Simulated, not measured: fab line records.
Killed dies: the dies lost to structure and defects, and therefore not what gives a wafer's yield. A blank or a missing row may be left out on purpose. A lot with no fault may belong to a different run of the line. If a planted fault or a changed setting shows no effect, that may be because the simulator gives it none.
What tool caused it? | flow nandHarc | route of 1159 steps, sampled at 1 step: 12 lots, 36 wafers

WHAT EACH GAUGE READ, for each wafer
NHARC_A_CONTACT_CD_MEAS_53.
lot  | measured     | on       | cdNm (nm)
L074 | day 16 20:17 | cdSem-02 | 188.1 188.2 188.7
L078 | day 17 11:46 | cdSem-03 | 190.0 189.5 190.3
L079 | day 17 20:08 | cdSem-02 | 189.9 190.1 189.8
L081 | day 18 05:08 | cdSem-01 | 189.9 191.1 190.1
L084 | day 18 21:31 | cdSem-03 | 188.6 189.2 189.3
L087 | day 19 07:10 | cdSem-03 | 190.3 190.2 190.0
L085 | day 19 16:41 | cdSem-02 | 190.3 189.8 189.9
L089 | day 20 02:43 | cdSem-02 | 190.7 190.4 190.0
L092 | day 20 15:01 | cdSem-02 | 189.6 189.2 189.3
L094 | day 21 06:11 | cdSem-02 | 189.3 189.0 188.3
L095 | day 21 13:31 | cdSem-03 | 190.2 189.2 190.5
L097 | day 21 22:43 | cdSem-01 | 190.3 189.0 189.9

TOOL THAT RAN EACH LOT (tool first, then ch and the chambers of the sampled wafers, then the start)
No process step before these readings appears in the record.

THE ANSWER, worked out from the rows above alone
Rule: the lots themselves supply what counts as usual. The widest of any qualifying gaps counts: lots, ordered by their means at a reading, are off when they make up no more than a third of the lots, leave a main group of 4 or more, and stand apart from it by 3 or more times the standard deviation of that group's means. Not used: any main group whose means are identical at the precision the tables above print for the reading. Also off: a lot with no number at a reading for which 4 or more lots have one. Where the step has rows for the other lots, those lots are counted as sound.
Nothing can be told from this: no lot is off at any reading shown.

WHAT THE SIMULATOR HAD INSERTED
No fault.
